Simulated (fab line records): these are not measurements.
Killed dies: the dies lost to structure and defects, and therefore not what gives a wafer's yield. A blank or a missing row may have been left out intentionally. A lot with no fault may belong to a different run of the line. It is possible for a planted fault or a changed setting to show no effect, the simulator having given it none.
Split-lot study + flow n5 finfet + 39 wafers read across 7 lots, on a route 1938 steps long

ON THE SPLIT
At N5_BEOL_M4_TRENCH_ETCH_37 (etches SiOC in C4F6/O2, target depth 55.555 nm, time 29.2 s), the setting target depth a was moved away from the recipe's 555.55 angstrom on 15 of the 39 wafers read, by -37.5% to +37.5%. All remaining wafers had this setting at the recipe value.

FROM THE SPLIT TO THE READING: what the file shows between them, 8 steps
- N5_BEOL_M4_ETCH_41: etches SiCN in CH3F/O2, target depth 29.9 nm, time 52.5 s
- N5_BEOL_M4_STRIP_97: strips in N2/H2, time 10 s
- N5_BEOL_M4_OCD_MEAS_38
- N5_BEOL_M4_HM_STRIP_39: strips TiN in peroxide tin strip, target depth 25 nm, time 158 s
- N5_BEOL_M4_SRD_40: time 30 s
- N5_BEOL_M4_ECD_50: material Cu, target thk 300 nm
- N5_BEOL_M4_ANNEAL_51: time 90 s
- N5_BEOL_M4_CMP_52: polishes, stops on SiOC, t overpolish 6.8 s, target thk 40 nm

THE READING
M4_THK, in nm, at N5_BEOL_M4_THK_MEAS_53 (measures by xrf). On this fab line, fault-free wafers typically give 40.2 nm with a standard deviation of 1.1 nm.

| wafer  | tool, chamber at the split | target depth a as run, angstrom | against the recipe | M4_THK, nm | against lot-mates on the recipe |
|--------|----------------------------|---------------------------------|--------------------|------------|---------------------------------|
| L075.1 | rie diel-06, 3             | 764                             | +37.5%             | 59.1       | +20.0                           |
| L075.2 | rie diel-06, 1             | 555.55                          | recipe             | 38.8       | -                               |
| L075.3 | rie diel-06, 2             | 764                             | +37.5%             | 60.4       | +21.3                           |
| L075.4 | rie diel-06, 0             | 764                             | +37.5%             | 60.4       | +21.3                           |
| L075.5 | rie diel-06, 0             | 555.55                          | recipe             | 40.2       | -                               |
| L075.6 | rie diel-06, 1             | 555.55                          | recipe             | 38.3       | -                               |
| L080.1 | rie diel-01, 0             | 555.55                          | recipe             | 41.3       | -                               |
| L080.2 | rie diel-01, 2             | 555.55                          | recipe             | 41.2       | -                               |
| L080.3 | rie diel-01, 1             | 555.55                          | recipe             | 40.6       | -                               |
| L080.4 | rie diel-01, 3             | 555.55                          | recipe             | 40.4       | -                               |
| L080.5 | rie diel-01, 0             | 555.55                          | recipe             | 39.4       | -                               |
| L080.6 | rie diel-01, 1             | 555.55                          | recipe             | 40.2       | -                               |
| L082.1 | rie diel-01, 3             | 378.5                           | -31.9%             | 22.5       | -19.8                           |
| L082.2 | rie diel-01, 2             | 555.55                          | recipe             | 41.6       | -                               |
| L082.3 | rie diel-01, 0             | 555.55                          | recipe             | 42.0       | -                               |
| L082.4 | rie diel-01, 1             | 378.5                           | -31.9%             | 24.5       | -17.8                           |
| L082.5 | rie diel-01, 1             | 378.5                           | -31.9%             | 22.5       | -19.8                           |
| L082.6 | rie diel-01, 2             | 555.55                          | recipe             | 43.3       | -                               |
| L081.1 | rie diel-05, 3             | 555.55                          | recipe             | 39.1       | -                               |
| L081.2 | rie diel-05, 1             | 354.5                           | -36.2%             | 17.7       | -21.5                           |
| L081.3 | rie diel-05, 0             | 555.55                          | recipe             | 39.1       | -                               |
| L081.4 | rie diel-05, 3             | 555.55                          | recipe             | 39.5       | -                               |
| L081.5 | rie diel-05, 1             | 354.5                           | -36.2%             | 17.6       | -21.6                           |
| L081.6 | rie diel-05, 0             | 354.5                           | -36.2%             | 19.1       | -20.1                           |
| L087.4 | rie diel-05, 2             | 555.55                          | recipe             | 40.4       | -                               |
| L087.5 | rie diel-05, 3             | 555.55                          | recipe             | 38.2       | -                               |
| L087.6 | rie diel-05, 0             | 555.55                          | recipe             | 41.2       | -                               |
| L091.1 | rie diel-06, 3             | 555.55                          | recipe             | 42.1       | -                               |
| L091.2 | rie diel-06, 0             | 555.55                          | recipe             | 41.0       | -                               |
| L091.3 | rie diel-06, 2             | 555.55                          | recipe             | 41.4       | -                               |
| L091.4 | rie diel-06, 1             | 347.2                           | -37.5%             | 19.2       | -22.3                           |
| L091.5 | rie diel-06, 1             | 347.2                           | -37.5%             | 18.8       | -22.7                           |
| L091.6 | rie diel-06, 0             | 347.2                           | -37.5%             | 20.6       | -20.9                           |
| L096.1 | rie diel-05, 3             | 555.55                          | recipe             | 38.8       | -                               |
| L096.2 | rie diel-05, 2             | 354.8                           | -36.1%             | 21.4       | -17.9                           |
| L096.3 | rie diel-05, 1             | 555.55                          | recipe             | 40.0       | -                               |
| L096.4 | rie diel-05, 0             | 354.8                           | -36.1%             | 19.9       | -19.4                           |
| L096.5 | rie diel-05, 1             | 555.55                          | recipe             | 39.0       | -                               |
| L096.6 | rie diel-05, 2             | 354.8                           | -36.1%             | 20.0       | -19.3                           |

THE FIT
A straight line over all 39 wafers: M4_THK changes by +0.552 nm for each +1% of target depth a; r = +0.99; the points scatter about the line by 1.3 nm.
The same after taking each lot's own level away (the mean of its wafers on the recipe; 39 wafers): +0.567 nm for each +1%; r = +1.00; scatter 0.97 nm.
The reading moves by 21 nm for the largest change in target depth a, on that fit.
The lots' own levels span 39.10 to 42.30 nm, that is 2.9 times the standard deviation above.
Consequently the slope shifts little with the lot-to-lot level, the two slopes agreeing.
Check: +21.4 nm against its lot-mates is what the line predicts for one of the wafers moved furthest among these (+37.5%) when that wafer is left out of the fit. Against them it came out at +20 nm.

THE WHOLE CHAIN: every reading that the file lists as answering this split, in the file's order
| step                      | what it does                                                  | reading                                                                          | change (the file's fit)                                                              | r (the file's) |
|---------------------------|---------------------------------------------------------------|----------------------------------------------------------------------------------|--------------------------------------------------------------------------------------|----------------|
| N5_BEOL_M4_TRENCH_ETCH_37 | etches SiOC in C4F6/O2, target depth 55.555 nm, time 29.2 s   | BEOL_M4.feature depth nm (the simulator's own value, which no gauge read)        | +0.557 nm for each +1% of the setting                                                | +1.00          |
| N5_BEOL_M4_TRENCH_ETCH_37 | etches SiOC in C4F6/O2, target depth 55.555 nm, time 29.2 s   | etch.depth nm (the simulator's own value, which no gauge read)                   | +0.556 nm for each +1% of the setting                                                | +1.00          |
| N5_BEOL_M4_TRENCH_ETCH_37 | etches SiOC in C4F6/O2, target depth 55.555 nm, time 29.2 s   | TiN_of_BEOL_M4_HM_DEP_02.thk nm (the simulator's own value, which no gauge read) | -0.0198 nm for each +1% of the setting                                               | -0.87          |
| N5_BEOL_M4_OCD_MEAS_38    |                                                               | trench depth nm                                                                  | +0.557 nm for each +1% of the setting                                                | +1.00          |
| N5_BEOL_M4_CMP_52         | polishes, stops on SiOC, t overpolish 6.8 s, target thk 40 nm | Cu_of_BEOL_M4_ECD_50.thk nm (the simulator's own value, which no gauge read)     | +0.569 nm for each +1% of the setting                                                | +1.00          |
| N5_BEOL_M4_THK_MEAS_53    | measures by xrf                                               | M4_THK                                                                           | +0.568 for each +1% of the setting                                                   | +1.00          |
| N5_BEOL_M4_RS_MEAS_58     | measures by four-point-probe                                  | M4_RS                                                                            | not straight: 1.748 at the lowest setting, 0.662 at the recipe, 0.399 at the highest | not given      |

FILE'S OWN FIT
M4_THK changes by +0.568 nm for each +1% of target depth a, r = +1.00.
